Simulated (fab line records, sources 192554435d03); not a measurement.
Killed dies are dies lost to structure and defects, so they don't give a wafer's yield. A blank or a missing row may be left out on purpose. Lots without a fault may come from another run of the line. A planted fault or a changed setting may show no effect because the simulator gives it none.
fab line records | flow n5_finfet
record lots=23 wafers=69 last_day=17
route steps=1938 shown BEOL_M3@944
lots that met no fault: from a run of the same line without faults
start_h: hours from the record's first day to the start of the lot's first wafer shown | wait_h: hours since the lot's step before | " the same as in the row above | L1.1+2: a row that stands for several wafers | - no value, or no start given | * or withheld: withheld | < > ~ a bound
route shown NAME@n: a module of which the file shows steps, and the number in the route of the first | usual: mean/standard deviation of fault-free wafers | same: alike in all rows | chamber/n: place in a boat | sites: the reading at each site | _std_site: their standard deviation | _edge_site: outer sites' mean less inner sites' | radius_mm: how far each site lies from the wafer's centre | mask NAME#n: copy n | behind: the tool/chamber that last shaped the wafer | hold: why the lot was held/for how many hours/how that ended | device: the transistor (n, p or np) that didn't switch | end of line: the same wafers' tests at the end of the route | a step without rows: its recipe alone | killed: dies lost to structure and defects at the first sort, not the wafer's yield | map: a wafer's dies, x killed, . not, _ none there
set.NAME: the setting as run; set.NAME@STEP: as run at that earlier step | model.NAME: the simulator's own value behind a step, which no gauge read
steps of the route over a sample of lots; a table a step, a row a wafer
services: from which hour (start_h, from the record's first day; less than 0 if before it) a tool's chamber was out of use, for how many hours, and why
## steps
# step N5_BEOL_M3_CD_MEAS_11
# recipe target_cd_nm=17.05 landing_energy_ev=500 detector=se_inlens polarity=opening
# usual cd_nm=17.00/0.27
# columns lot.wafer tool chamber start_h wait_h cd_nm
L074.2 cd_sem-01 0 139.78 - 16.96
L074.3 " 0 " " 16.67
L074.4 " 0 " " 16.49
L075.1 cd_sem-01 0 156.87 - 16.80
L075.4 " 0 " " 16.46
L075.5 " 0 " " 16.79
L076.3 cd_sem-02 0 156.91 - 17.24
L076.5 " 0 " " 17.72
L076.6 " 0 " " 16.81
L077.2 cd_sem-03 0 156.95 - 16.62
L077.3 " 0 " " 17.26
L077.4 " 0 " " 17.22
L078.1 cd_sem-01 0 166.79 - 16.78
L078.4 " 0 " " 17.05
L078.5 " 0 " " 16.98
L079.1 cd_sem-02 0 175.98 - 17.37
L079.4 " 0 " " 16.58
L079.6 " 0 " " 17.07
L080.3 cd_sem-03 0 182.76 - 16.97
L080.4 " 0 " " 17.12
L080.5 " 0 " " 16.97
L081.3 cd_sem-01 0 187.53 - 17.11
L081.5 " 0 " " 16.99
L081.6 " 0 " " 16.95
L082.1 cd_sem-01 0 192.78 - 17.00
L082.4 " 0 " " 17.03
L082.6 " 0 " " 17.12
L083.1 cd_sem-03 0 201.24 - 17.35
L083.4 " 0 " " 17.30
L083.5 " 0 " " 17.50
L084.1 cd_sem-01 0 211.15 - 16.89
L084.2 " 0 " " 17.28
L084.6 " 0 " " 17.00
L085.3 cd_sem-02 0 219.02 - 16.95
L085.5 " 0 " " 16.53
L085.6 " 0 " " 16.93
L086.1 cd_sem-03 0 222.77 - 17.40
L086.5 " 0 " " 16.69
L086.6 " 0 " " 16.86
L088.2 cd_sem-03 0 230.77 - 16.95
L088.5 " 0 " " 16.45
L088.6 " 0 " " 16.97
L089.1 cd_sem-03 0 236.88 - 16.60
L089.4 " 0 " " 16.86
L089.6 " 0 " " 16.99
L087.1 cd_sem-02 0 237.43 - 16.86
L087.2 " 0 " " 17.13
L087.3 " 0 " " 17.22
L090.2 cd_sem-02 0 239.33 - 16.73
L090.3 " 0 " " 17.35
L090.6 " 0 " " 17.56
L091.1 cd_sem-02 0 242.64 - 17.25
L091.2 " 0 " " 17.10
L091.3 " 0 " " 17.37
L093.1 cd_sem-03 0 254.64 - 16.65
L093.5 " 0 " " 17.21
L093.6 " 0 " " 17.19
L092.2 cd_sem-02 0 254.74 - 16.69
L092.4 " 0 " " 17.11
L092.5 " 0 " " 17.06
L095.2 cd_sem-03 0 282.96 - 16.98
L095.4 " 0 " " 16.87
L095.5 " 0 " " 16.71
L096.1 cd_sem-03 0 286.01 - 16.83
L096.3 " 0 " " 17.24
L096.6 " 0 " " 17.27
L097.3 cd_sem-01 0 288.68 - 17.10
L097.4 " 0 " " 17.18
L097.6 " 0 " " 16.74
# step N5_BEOL_M3_DESCUM_16
# recipe chemistry=O2 time_s=7 source_power_w=50 bias_power_w=20 pressure_mtorr=20 rf_frequency_hz=2.712e+07 temp_c=40 resist=CAR-EUV o2_flow_sccm=225
# usual drypump_motor_current_A=5.6/0.49 oes_product_au=0.81/0.075 rf_vpp_V=243.7/1.3 showerhead_plenum_p_Torr=2.12/0.066 throttle_valve_pct=20.36/0.21
# columns lot.wafer tool chamber start_h wait_h drypump_motor_current_A oes_product_au rf_hours_counter_h rf_vpp_V showerhead_plenum_p_Torr throttle_valve_pct
L074.2 rie_diel-01 1 139.90 0.0 5.7 0.79 123 244.2 2.10 20.34
L074.3 " 2 " " 4.9 0.85 67 241.8 2.04 20.14
L074.4 " 2 " " 4.9 0.85 - 242.6 2.04 20.12
L075.1 rie_diel-03 3 157.00 0.0 5.8 0.92 19 244.3 2.14 20.31
L075.4 " 1 " " 6.6 0.74 194 244.1 2.16 20.43
L075.5 " 0 " " 5.7 0.96 - 243.0 2.06 19.91
L076.3 rie_diel-02 0 157.03 0.0 6.1 0.77 137 245.4 2.18 20.01
L076.5 " 2 " " 5.0 0.81 - 243.6 2.03 20.44
L076.6 " 3 " " 4.9 0.69 - 244.5 2.15 20.56
L077.2 rie_diel-01 3 157.07 0.0 5.5 0.89 29 243.7 2.14 20.33
L077.3 " 0 " " 5.8 0.85 43 244.1 2.22 20.54
L077.4 " 1 " " 5.7 0.78 129 244.6 2.10 20.34
L078.1 rie_diel-02 1 166.91 0.0 5.8 0.69 237 243.4 2.06 20.83
L078.4 " 2 " " 5.1 0.82 83 241.8 2.03 20.44
L078.5 " 1 " " 5.8 0.69 - 241.9 2.06 20.83
L079.1 rie_diel-02 0 176.18 0.1 6.1 0.77 142 245.8 2.18 20.03
L079.4 " 0 " " 6.1 0.77 - 243.6 2.18 20.01
L079.6 " 3 " " 4.9 0.69 - 244.2 2.15 20.55
L080.3 rie_diel-03 0 182.88 0.0 5.6 0.94 19 242.7 2.06 19.92
L080.4 " 2 " " 6.4 0.89 38 246.7 2.22 20.21
L080.5 " 2 " " 6.4 0.88 - 245.5 2.22 20.18
L081.3 rie_diel-02 1 187.87 0.3 5.8 0.69 244 242.2 2.05 20.86
L081.5 " 3 " " 4.9 0.69 - 245.2 2.14 20.57
L081.6 " 0 " " 6.1 0.77 - 245.8 2.18 20.02
L082.1 rie_diel-03 1 192.90 0.0 6.6 0.73 204 244.0 2.16 20.46
L082.4 " 2 " " 6.4 0.88 41 245.4 2.21 20.20
L082.6 " 3 " " 5.7 0.91 - 244.5 2.14 20.32
L083.1 rie_diel-01 3 201.36 0.0 5.5 0.89 40 243.4 2.13 20.36
L083.4 " 0 " " 5.8 0.85 54 246.8 2.22 20.57
L083.5 " 3 " " 5.5 0.90 - 242.2 2.13 20.37
L084.1 rie_diel-01 2 211.37 0.1 4.9 0.83 88 242.0 2.03 20.16
L084.2 " 0 " " 5.8 0.84 56 244.7 2.22 20.57
L084.6 " 3 " " 5.5 0.87 - 243.9 2.13 20.37
L085.3 rie_diel-01 2 219.32 0.2 4.9 0.82 91 240.8 2.03 20.18
L085.5 " 3 " " 5.5 0.88 - 243.5 2.13 20.37
L085.6 " 0 " " 5.8 0.83 - 245.9 2.22 20.57
L086.1 rie_diel-01 3 222.89 0.0 5.5 0.88 47 244.1 2.13 20.37
L086.5 " 2 " " 4.8 0.83 - 241.4 2.03 20.18
L086.6 " 1 " " 5.7 0.77 - 243.5 2.10 20.36
L088.2 rie_diel-01 3 230.90 0.0 5.5 0.87 49 243.0 2.13 20.38
L088.5 " 1 " " 5.7 0.76 - 242.4 2.10 20.39
L088.6 " 0 " " 5.8 0.83 - 244.8 2.22 20.58
L089.1 rie_diel-01 1 237.00 0.0 5.7 0.76 153 243.0 2.09 20.36
L089.4 " 3 " " 5.5 0.87 51 243.1 2.13 20.37
L089.6 " 1 " " 5.6 0.76 - 242.9 2.09 20.39
L087.1 rie_diel-01 0 237.56 0.0 5.8 0.83 64 244.5 2.22 20.59
L087.2 " 2 " " 4.9 0.81 97 242.7 2.03 20.17
L087.3 " 1 " " 5.7 0.77 153 244.4 2.09 20.38
L090.2 rie_diel-03 2 239.46 0.0 6.4 0.86 53 244.7 2.21 20.21
L090.3 " 0 " " 5.7 0.90 37 242.6 2.05 19.94
L090.6 " 3 " " 5.7 0.87 - 242.9 2.13 20.32
L091.1 rie_diel-02 2 242.77 0.0 5.1 0.79 102 240.9 2.02 20.48
L091.2 " 1 " " 5.8 1.00 1 243.7 2.05 20.46
L091.3 " 0 " " 6.1 0.75 161 245.4 2.17 20.05
L093.1 rie_diel-02 1 254.76 0.0 5.8 0.97 6 243.3 2.05 20.46
L093.5 " 0 " " 6.1 0.75 - 244.2 2.17 20.06
L093.6 " 3 " " 4.9 0.67 - 243.3 2.14 20.60
L092.2 rie_diel-01 2 254.87 0.0 4.9 0.80 103 243.3 2.02 20.19
L092.4 " 3 " " 5.5 0.86 57 244.5 2.13 20.38
L092.5 " 0 " " 5.8 0.82 - 245.0 2.21 20.57
L095.2 rie_diel-03 0 283.28 0.2 5.6 0.88 47 244.3 2.05 19.97
L095.4 " 1 " " 6.6 0.70 234 243.4 2.14 20.49
L095.5 " 1 " " 6.6 0.70 - 246.2 2.14 20.50
L096.1 rie_diel-02 2 286.13 0.0 5.1 0.78 115 242.6 2.02 20.48
L096.3 " 3 " " 4.9 1.00 0 244.1 2.14 20.24
L096.6 " 1 " " 5.8 0.94 - 242.7 2.05 20.46
L097.3 rie_diel-01 0 288.80 0.0 5.8 0.81 81 245.3 2.21 20.59
L097.4 " 2 " " 4.8 0.81 113 241.6 2.02 20.20
L097.6 " 1 " " 5.7 0.75 - 242.7 2.09 20.41
# step N5_BEOL_M3_ETCH_74
# recipe chemistry=N2/H2 target=underlayer target_depth_a=65 mask_material=CAR-EUV time_s=5.2 ion_energy_ev=200 pressure_mtorr=30 source_w=840 bias_w=150 n2_flow_sccm=200 h2_flow_sccm=200 ends=cleared
# usual bias_w=149.9/0.42 drypump_motor_current_A=5.6/0.49 etch_rf_on_time_s=5.17/0.09 oes_product_au=0.69/0.062 rf_vpp_V=524.9/2.6 showerhead_plenum_p_Torr=2.57/0.081 throttle_valve_pct=17.75/0.19
# columns lot.wafer tool chamber start_h wait_h bias_w drypump_motor_current_A etch_rf_on_time_s oes_product_au rf_hours_counter_h rf_vpp_V showerhead_plenum_p_Torr throttle_valve_pct
L074.2 rie_diel-01 1 139.93 0.0 149.9 5.6 5.15 0.68 123 524.1 2.56 17.78
L074.3 " 2 " " 149.5 4.9 5.04 0.73 67 522.0 2.47 17.44
L074.4 " 2 " " 149.9 4.9 5.00 0.73 - 521.4 2.47 17.43
L075.1 rie_diel-03 3 157.03 0.0 149.1 5.7 5.04 0.80 19 527.1 2.60 17.69
L075.4 " 1 " " 149.7 6.6 5.27 0.62 194 525.7 2.63 17.90
L075.5 " 0 " " 150.0 5.7 5.32 0.80 - 522.5 2.50 17.29
L076.3 rie_diel-02 0 157.07 0.0 149.2 6.1 5.18 0.66 137 526.0 2.66 17.61
L076.5 " 2 " " 149.9 5.1 5.18 0.70 - 523.6 2.47 17.85
L076.6 " 3 " " 150.6 4.9 5.23 0.59 - 525.5 2.61 17.94
L077.2 rie_diel-01 3 157.11 0.0 149.7 5.5 5.24 0.76 29 525.5 2.59 17.65
L077.3 " 0 " " 149.7 5.8 5.14 0.73 43 528.5 2.69 17.86
L077.4 " 1 " " 149.3 5.7 5.14 0.67 129 523.3 2.56 17.77
L078.1 rie_diel-02 1 166.95 0.0 149.5 5.8 5.30 0.58 237 524.1 2.50 18.25
L078.4 " 2 " " 149.5 5.1 5.19 0.69 83 521.3 2.47 17.84
L078.5 " 1 " " 148.9 5.8 5.31 0.58 - 524.2 2.50 18.26
L079.1 rie_diel-02 0 176.22 0.0 150.4 6.1 5.14 0.66 142 529.0 2.66 17.61
L079.4 " 0 " " 150.2 6.1 5.13 0.67 - 527.1 2.66 17.65
L079.6 " 3 " " 149.7 4.9 5.27 0.58 - 527.4 2.61 17.93
L080.3 rie_diel-03 0 182.92 0.0 150.6 5.7 5.24 0.79 19 521.5 2.49 17.30
L080.4 " 2 " " 150.4 6.4 5.20 0.75 38 526.0 2.71 17.71
L080.5 " 2 " " 150.3 6.4 5.18 0.74 - 528.7 2.72 17.73
L081.3 rie_diel-02 1 187.90 0.0 149.8 5.8 5.20 0.58 244 523.4 2.50 18.25
L081.5 " 3 " " 149.8 4.9 5.25 0.59 - 526.3 2.61 17.92
L081.6 " 0 " " 150.0 6.1 5.17 0.65 - 526.2 2.66 17.65
L082.1 rie_diel-03 1 192.93 0.0 150.8 6.6 5.29 0.62 204 529.4 2.62 17.89
L082.4 " 2 " " 149.4 6.4 5.23 0.74 41 529.5 2.71 17.70
L082.6 " 3 " " 150.1 5.8 4.99 0.78 - 527.4 2.59 17.69
L083.1 rie_diel-01 3 201.40 0.0 150.5 5.5 5.27 0.75 40 523.5 2.58 17.66
L083.4 " 0 " " 149.7 5.8 5.16 0.72 54 529.7 2.68 17.84
L083.5 " 3 " " 150.5 5.5 5.33 0.73 - 525.4 2.59 17.71
L084.1 rie_diel-01 2 211.40 0.0 149.9 4.9 5.00 0.71 88 521.1 2.46 17.48
L084.2 " 0 " " 149.7 5.8 5.10 0.71 56 530.0 2.68 17.85
L084.6 " 3 " " 149.5 5.6 5.16 0.74 - 525.4 2.58 17.68
L085.3 rie_diel-01 2 219.35 0.0 149.9 4.8 5.06 0.71 91 518.8 2.46 17.50
L085.5 " 3 " " 150.4 5.5 5.07 0.74 - 525.2 2.58 17.70
L085.6 " 0 " " 149.8 5.8 5.13 0.71 - 527.4 2.68 17.85
L086.1 rie_diel-01 3 222.92 0.0 149.8 5.5 5.19 0.74 47 524.2 2.58 17.68
L086.5 " 2 " " 150.5 4.8 4.97 0.71 - 522.9 2.46 17.50
L086.6 " 1 " " 149.4 5.7 5.14 0.66 - 522.9 2.55 17.83
L088.2 rie_diel-01 3 230.93 0.0 149.7 5.5 5.18 0.74 49 526.1 2.58 17.70
L088.5 " 1 " " 150.1 5.7 5.11 0.65 - 527.2 2.55 17.81
L088.6 " 0 " " 149.9 5.8 5.07 0.70 - 528.8 2.68 17.87
L089.1 rie_diel-01 1 237.04 0.0 149.4 5.7 5.10 0.66 153 524.7 2.55 17.80
L089.4 " 3 " " 150.3 5.5 5.17 0.74 51 526.9 2.58 17.70
L089.6 " 1 " " 149.6 5.7 5.08 0.66 - 524.7 2.55 17.82
L087.1 rie_diel-01 0 237.59 0.0 149.4 5.8 5.12 0.71 64 527.4 2.68 17.85
L087.2 " 2 " " 149.5 4.9 5.04 0.69 97 519.8 2.46 17.50
L087.3 " 1 " " 150.4 5.6 5.10 0.65 153 524.3 2.55 17.82
L090.2 rie_diel-03 2 239.49 0.0 149.9 6.4 5.19 0.72 53 526.3 2.71 17.73
L090.3 " 0 " " 150.4 5.6 5.28 0.75 37 522.9 2.49 17.32
L090.6 " 3 " " 149.4 5.7 5.02 0.75 - 523.8 2.58 17.74
L091.1 rie_diel-02 2 242.80 0.0 150.2 5.1 5.17 0.68 102 521.0 2.46 17.86
L091.2 " 1 " " 150.6 5.8 5.24 0.84 1 522.2 2.50 17.82
L091.3 " 0 " " 150.0 6.1 5.25 0.64 161 527.9 2.65 17.69
L093.1 rie_diel-02 1 254.80 0.0 149.9 5.8 5.17 0.82 6 522.7 2.49 17.83
L093.5 " 0 " " 150.0 6.1 5.19 0.64 - 524.3 2.65 17.67
L093.6 " 3 " " 149.7 4.9 5.28 0.57 - 526.5 2.60 17.98
L092.2 rie_diel-01 2 254.90 0.0 149.4 4.9 5.10 0.69 103 519.3 2.46 17.51
L092.4 " 3 " " 150.1 5.5 5.24 0.74 57 526.8 2.58 17.71
L092.5 " 0 " " 150.7 5.8 5.12 0.70 - 530.3 2.68 17.86
L095.2 rie_diel-03 0 283.31 0.0 148.9 5.6 5.33 0.74 47 520.6 2.48 17.34
L095.4 " 1 " " 149.9 6.6 5.26 0.59 234 524.9 2.61 17.93
L095.5 " 1 " " 149.8 6.6 5.35 0.60 - 526.2 2.61 17.94
L096.1 rie_diel-02 2 286.17 0.0 149.9 5.1 5.21 0.66 115 521.3 2.45 17.91
L096.3 " 3 " " 150.6 4.9 5.21 0.82 0 526.7 2.60 17.56
L096.6 " 1 " " 149.7 5.8 5.27 0.78 - 522.3 2.49 17.84
L097.3 rie_diel-01 0 288.83 0.0 149.6 5.8 5.17 0.68 81 529.1 2.67 17.88
L097.4 " 2 " " 149.4 4.8 5.02 0.69 113 520.6 2.45 17.50
L097.6 " 1 " " 150.0 5.7 5.21 0.63 - 525.3 2.54 17.83
# step N5_BEOL_M3_ETCH_64
# recipe chemistry=N2/H2 target=SOC target_depth_a=750 overetch_a=150 mask_material=SiARC temp_c=40 time_s=112.5 ion_energy_ev=200 pressure_mtorr=30 source_w=840 bias_w=150 n2_flow_sccm=200 h2_flow_sccm=200
# usual bias_w=150.1/0.43 drypump_motor_current_A=5.6/0.5 oes_product_au=0.64/0.055 rf_vpp_V=524.8/2.4 showerhead_plenum_p_Torr=2.57/0.081 throttle_valve_pct=17.71/0.19
# columns lot.wafer tool chamber start_h wait_h bias_w drypump_motor_current_A oes_product_au rf_hours_counter_h rf_vpp_V showerhead_plenum_p_Torr throttle_valve_pct
L074.2 rie_diel-01 1 139.98 0.0 149.9 5.7 0.62 123 526.1 2.56 17.71
L074.3 " 2 " " 150.1 4.8 0.66 67 522.6 2.47 17.41
L074.4 " 2 " " 150.7 4.9 0.66 - 523.8 2.47 17.42
L075.1 rie_diel-03 3 157.08 0.0 150.3 5.7 0.72 19 525.8 2.60 17.65
L075.4 " 1 " " 150.1 6.6 0.58 194 527.3 2.63 17.84
L075.5 " 0 " " 150.3 5.7 0.76 - 523.8 2.50 17.26
L076.3 rie_diel-02 0 157.11 0.0 149.6 6.1 0.62 137 526.4 2.66 17.57
L076.5 " 2 " " 150.4 5.1 0.64 - 522.2 2.47 17.77
L076.6 " 3 " " 150.1 4.9 0.55 - 526.1 2.61 17.89
L077.2 rie_diel-01 3 157.15 0.0 150.0 5.5 0.71 29 524.3 2.59 17.61
L077.3 " 0 " " 150.0 5.8 0.68 43 527.1 2.69 17.78
L077.4 " 1 " " 150.0 5.7 0.63 129 525.3 2.56 17.74
L078.1 rie_diel-02 1 166.99 0.0 150.4 5.8 0.54 237 521.9 2.50 18.22
L078.4 " 2 " " 149.9 5.0 0.64 83 521.6 2.47 17.79
L078.5 " 1 " " 150.2 5.8 0.54 - 522.3 2.50 18.20
L079.1 rie_diel-02 0 176.26 0.0 150.0 6.1 0.61 142 528.8 2.66 17.59
L079.4 " 0 " " 149.5 6.1 0.61 - 527.6 2.66 17.58
L079.6 " 3 " " 150.7 4.9 0.55 - 526.1 2.61 17.91
L080.3 rie_diel-03 0 182.96 0.0 150.2 5.7 0.74 19 521.4 2.50 17.24
L080.4 " 2 " " 150.0 6.4 0.69 38 528.3 2.72 17.68
L080.5 " 2 " " 149.8 6.4 0.69 - 527.2 2.72 17.68
L081.3 rie_diel-02 1 187.95 0.0 150.1 5.8 0.54 244 522.1 2.50 18.22
L081.5 " 3 " " 150.4 4.9 0.55 - 526.1 2.61 17.90
L081.6 " 0 " " 150.5 6.1 0.60 - 526.3 2.66 17.60
L082.1 rie_diel-03 1 192.98 0.0 150.0 6.6 0.58 204 527.2 2.62 17.88
L082.4 " 2 " " 148.9 6.4 0.69 41 526.9 2.71 17.68
L082.6 " 3 " " 150.6 5.8 0.71 - 525.4 2.59 17.67
L083.1 rie_diel-01 3 201.44 0.0 150.8 5.5 0.70 40 523.5 2.58 17.65
L083.4 " 0 " " 149.5 5.8 0.66 54 528.8 2.68 17.81
L083.5 " 3 " " 150.7 5.5 0.69 - 525.6 2.59 17.65
L084.1 rie_diel-01 2 211.45 0.0 150.3 4.9 0.64 88 521.9 2.46 17.45
L084.2 " 0 " " 150.3 5.8 0.66 56 527.9 2.68 17.81
L084.6 " 3 " " 150.4 5.5 0.69 - 524.9 2.58 17.65
L085.3 rie_diel-01 2 219.40 0.0 150.3 4.9 0.64 91 521.6 2.46 17.42
L085.5 " 3 " " 149.9 5.5 0.69 - 524.7 2.58 17.64
L085.6 " 0 " " 150.3 5.8 0.66 - 526.9 2.68 17.81
L086.1 rie_diel-01 3 222.97 0.0 149.6 5.5 0.69 47 524.6 2.58 17.66
L086.5 " 2 " " 149.9 4.9 0.64 - 521.6 2.46 17.45
L086.6 " 1 " " 149.6 5.7 0.61 - 524.2 2.55 17.78
L088.2 rie_diel-01 3 230.98 0.0 150.5 5.5 0.69 49 525.9 2.58 17.65
L088.5 " 1 " " 149.6 5.7 0.60 - 524.0 2.55 17.77
L088.6 " 0 " " 150.5 5.8 0.65 - 527.4 2.68 17.81
L089.1 rie_diel-01 1 237.08 0.0 150.2 5.7 0.61 153 523.9 2.55 17.77
L089.4 " 3 " " 150.7 5.5 0.68 51 526.1 2.58 17.67
L089.6 " 1 " " 149.7 5.7 0.60 - 524.5 2.55 17.77
L087.1 rie_diel-01 0 237.64 0.0 150.0 5.8 0.65 64 527.7 2.68 17.83
L087.2 " 2 " " 150.6 4.8 0.65 97 521.3 2.46 17.47
L087.3 " 1 " " 150.1 5.7 0.60 153 523.9 2.55 17.78
L090.2 rie_diel-03 2 239.54 0.0 149.2 6.4 0.67 53 529.3 2.71 17.69
L090.3 " 0 " " 150.7 5.6 0.71 37 522.0 2.49 17.27
L090.6 " 3 " " 150.2 5.7 0.68 - 524.0 2.58 17.68
L091.1 rie_diel-02 2 242.85 0.0 149.6 5.1 0.63 102 520.5 2.46 17.83
L091.2 " 1 " " 149.9 5.8 0.77 1 522.4 2.50 17.77
L091.3 " 0 " " 150.4 6.1 0.60 161 528.1 2.65 17.61
L093.1 rie_diel-02 1 254.84 0.0 150.2 5.8 0.75 6 521.6 2.49 17.80
L093.5 " 0 " " 150.8 6.1 0.59 - 527.1 2.65 17.62
L093.6 " 3 " " 149.4 4.9 0.53 - 526.2 2.60 17.95
L092.2 rie_diel-01 2 254.95 0.0 150.0 4.8 0.64 103 521.4 2.46 17.47
L092.4 " 3 " " 150.3 5.5 0.67 57 523.3 2.58 17.67
L092.5 " 0 " " 149.0 5.8 0.64 - 527.8 2.68 17.82
L095.2 rie_diel-03 0 283.36 0.0 150.4 5.6 0.70 47 521.5 2.48 17.31
L095.4 " 1 " " 150.9 6.6 0.56 235 526.8 2.61 17.90
L095.5 " 1 " " 150.5 6.6 0.56 - 527.2 2.61 17.92
L096.1 rie_diel-02 2 286.21 0.0 150.4 5.1 0.62 115 522.4 2.45 17.85
L096.3 " 3 " " 149.6 4.9 0.76 0 525.7 2.60 17.52
L096.6 " 1 " " 150.7 5.8 0.73 - 522.2 2.49 17.82
L097.3 rie_diel-01 0 288.88 0.0 150.0 5.8 0.64 81 526.7 2.67 17.85
L097.4 " 2 " " 150.1 4.9 0.63 113 521.6 2.45 17.50
L097.6 " 1 " " 149.5 5.7 0.60 - 523.9 2.54 17.80
# step N5_BEOL_M3_OVL_MEAS_29
# recipe points_per_wafer=522
# usual V2_OVL=-0.2/0.72
# same points_per_wafer=522
# columns lot.wafer tool chamber start_h wait_h V2_OVL[nm]
L074.2 overlay-02 0 140.86 0.0 -0.3
L074.3 " 0 " " -0.4
L074.4 " 0 " " -0.5
L075.1 overlay-02 0 157.77 0.0 -1.2
L075.4 " 0 " " -0.7
L075.5 " 0 " " 0.3
L076.3 overlay-02 0 157.85 0.0 -0.4
L076.5 " 0 " " 0.3
L076.6 " 0 " " 0.5
L077.2 overlay-01 0 157.90 0.0 -0.5
L077.3 " 0 " " 0.4
L077.4 " 0 " " -0.3
L078.1 overlay-01 0 167.88 0.0 1.1
L078.4 " 0 " " 1.0
L078.5 " 0 " " 1.3
L079.1 overlay-01 0 176.96 0.0 -0.7
L079.4 " 0 " " 0.6
L079.6 " 0 " " -0.6
L080.3 overlay-02 0 183.81 0.0 -0.4
L080.4 " 0 " " -0.2
L080.5 " 0 " " -0.6
L081.3 overlay-01 0 188.72 0.0 -0.8
L081.5 " 0 " " -1.0
L081.6 " 0 " " -0.9
L082.1 overlay-02 0 193.71 0.0 -0.4
L082.4 " 0 " " -1.2
L082.6 " 0 " " -0.8
L083.1 overlay-02 0 202.14 0.0 0.8
L083.4 " 0 " " -0.1
L083.5 " 0 " " 0.9
L084.1 overlay-02 0 212.15 0.0 -0.5
L084.2 " 0 " " 1.3
L084.6 " 0 " " 1.1
L085.3 overlay-01 0 220.11 0.0 0.5
L085.5 " 0 " " -0.8
L085.6 " 0 " " -0.7
L086.1 overlay-01 0 223.80 0.0 0.3
L086.5 " 0 " " -0.2
L086.6 " 0 " " -1.6
L088.2 overlay-02 0 231.81 0.0 -0.3
L088.5 " 0 " " 0.2
L088.6 " 0 " " -0.1
L089.1 overlay-02 0 237.90 0.0 0.7
L089.4 " 0 " " -0.2
L089.6 " 0 " " -1.2
L087.1 overlay-01 0 238.33 0.0 -0.8
L087.2 " 0 " " -0.9
L087.3 " 0 " " -1.3
L090.2 overlay-02 0 240.25 0.0 0.2
L090.3 " 0 " " 0.7
L090.6 " 0 " " -0.2
L091.1 overlay-02 0 243.67 0.0 0.1
L091.2 " 0 " " 0.7
L091.3 " 0 " " -0.1
L093.1 overlay-01 0 255.54 0.0 -1.2
L093.5 " 0 " " 0.0
L093.6 " 0 " " -1.0
L092.2 overlay-01 0 255.65 0.0 0.0
L092.4 " 0 " " 0.5
L092.5 " 0 " " 0.3
L095.2 overlay-01 0 284.17 0.0 0.0
L095.4 " 0 " " -0.3
L095.5 " 0 " " 0.6
L096.1 overlay-02 0 286.91 0.0 0.2
L096.3 " 0 " " -1.0
L096.6 " 0 " " -0.1
L097.3 overlay-01 0 289.72 0.0 -0.3
L097.4 " 0 " " -0.2
L097.6 " 0 " " 0.3
# step N5_BEOL_M3_SURFACE_TREAT_85
# recipe gas=Ar time_s=* ion_energy_ev=* ion_current_ma_cm2=0.5 pressure_mtorr=* ar_flow_sccm=30
# usual ar_flow_sccm=30.00/0.088 throttle_valve_pct=*
# columns lot.wafer tool chamber start_h wait_h ar_flow_sccm throttle_valve_pct
L074.2 pvd_sputter-01 - 148.30 0.2 30.02 *
L074.3 " - " " 30.15 *
L074.4 " - " " 30.14 *
L075.1 pvd_sputter-03 - 160.48 0.4 29.86 *
L075.4 " - " " 30.11 *
L075.5 " - " " 29.91 *
L076.3 pvd_sputter-03 - 163.03 0.2 29.94 *
L076.5 " - " " 29.99 *
L076.6 " - " " 30.13 *
L077.2 pvd_sputter-03 - 163.07 0.1 30.08 *
L077.3 " - " " 29.87 *
L077.4 " - " " 30.10 *
L078.1 pvd_sputter-02 - 177.06 0.1 29.90 *
L078.4 " - " " 30.09 *
L078.5 " - " " 29.90 *
L079.1 pvd_sputter-03 - 180.09 0.3 29.80 *
L079.4 " - " " 30.05 *
L079.6 " - " " 30.05 *
L080.3 pvd_sputter-01 - 185.69 0.1 29.93 *
L080.4 " - " " 29.95 *
L080.5 " - " " 29.84 *
L081.3 pvd_sputter-01 - 198.29 0.3 29.94 *
L081.5 " - " " 30.11 *
L081.6 " - " " 30.03 *
L082.1 pvd_sputter-03 - 205.50 0.3 30.15 *
L082.4 " - " " 29.99 *
L082.6 " - " " 30.05 *
L083.1 pvd_sputter-02 - 208.41 0.2 30.01 *
L083.4 " - " " 30.13 *
L083.5 " - " " 30.05 *
L084.1 pvd_sputter-01 - 220.62 1.3 30.03 *
L084.2 " - " " 29.98 *
L084.6 " - " " 29.85 *
L085.3 pvd_sputter-01 - 222.04 0.2 30.17 *
L085.5 " - " " 30.09 *
L085.6 " - " " 30.01 *
L086.1 pvd_sputter-02 - 228.68 0.2 30.02 *
L086.5 " - " " 30.08 *
L086.6 " - " " 29.94 *
L088.2 pvd_sputter-03 - 236.53 0.1 29.90 *
L088.5 " - " " 30.05 *
L088.6 " - " " 30.14 *
L089.1 pvd_sputter-01 - 239.82 0.2 29.92 *
L089.4 " - " " 30.07 *
L089.6 " - " " 30.02 *
L087.1 pvd_sputter-02 - 239.84 0.1 29.88 *
L087.2 " - " " 29.93 *
L087.3 " - " " 29.94 *
L090.2 pvd_sputter-02 - 242.96 0.2 30.01 *
L090.3 " - " " 30.10 *
L090.6 " - " " 29.87 *
L091.1 pvd_sputter-02 - 246.40 0.1 30.07 *
L091.2 " - " " 30.09 *
L091.3 " - " " 29.88 *
L093.1 pvd_sputter-01 - 259.57 1.8 30.04 *
L093.5 " - " " 30.06 *
L093.6 " - " " 29.93 *
L092.2 pvd_sputter-01 - 262.07 0.2 30.09 *
L092.4 " - " " 30.05 *
L092.5 " - " " 29.98 *
L095.2 pvd_sputter-02 - 286.24 0.2 29.90 *
L095.4 " - " " 29.90 *
L095.5 " - " " 29.85 *
L096.1 pvd_sputter-02 - 288.92 0.2 29.95 *
L096.3 " - " " 29.97 *
L096.6 " - " " 30.00 *
L097.3 pvd_sputter-03 - 294.25 0.3 30.00 *
L097.4 " - " " 29.93 *
L097.6 " - " " 30.17 *
## services
# columns tool chamber start_h hours kind
rie_diel-01 3 135.89 14.2 repair
rie_diel-02 0 141.71 3.3 repair
rie_diel-03 3 151.46 4.3 repair
pvd_sputter-02 - 153.37 1.0 repair
pvd_sputter-03 - 169.70 3.3 repair
rie_diel-03 2 170.31 8.0 repair
rie_diel-02 1 210.87 - clean
rie_diel-02 1 210.87 - consumable_replace:focus_ring
rie_diel-02 1 210.87 26.1 scheduled_down
rie_diel-02 1 210.87 26.1 vent_cycle
rie_diel-03 3 214.67 3.1 repair
rie_diel-01 0 216.59 1.2 repair
rie_diel-02 - 219.04 0.7 repair
rie_diel-03 2 224.91 9.3 repair
rie_diel-03 0 240.51 12.8 repair
rie_diel-02 3 256.42 2.8 repair
rie_diel-02 3 259.42 - clean
rie_diel-02 3 259.42 - consumable_replace:focus_ring
rie_diel-02 3 259.42 25.7 scheduled_down
rie_diel-02 3 259.42 25.7 vent_cycle
rie_diel-02 2 267.02 6.3 repair
## key
fault none
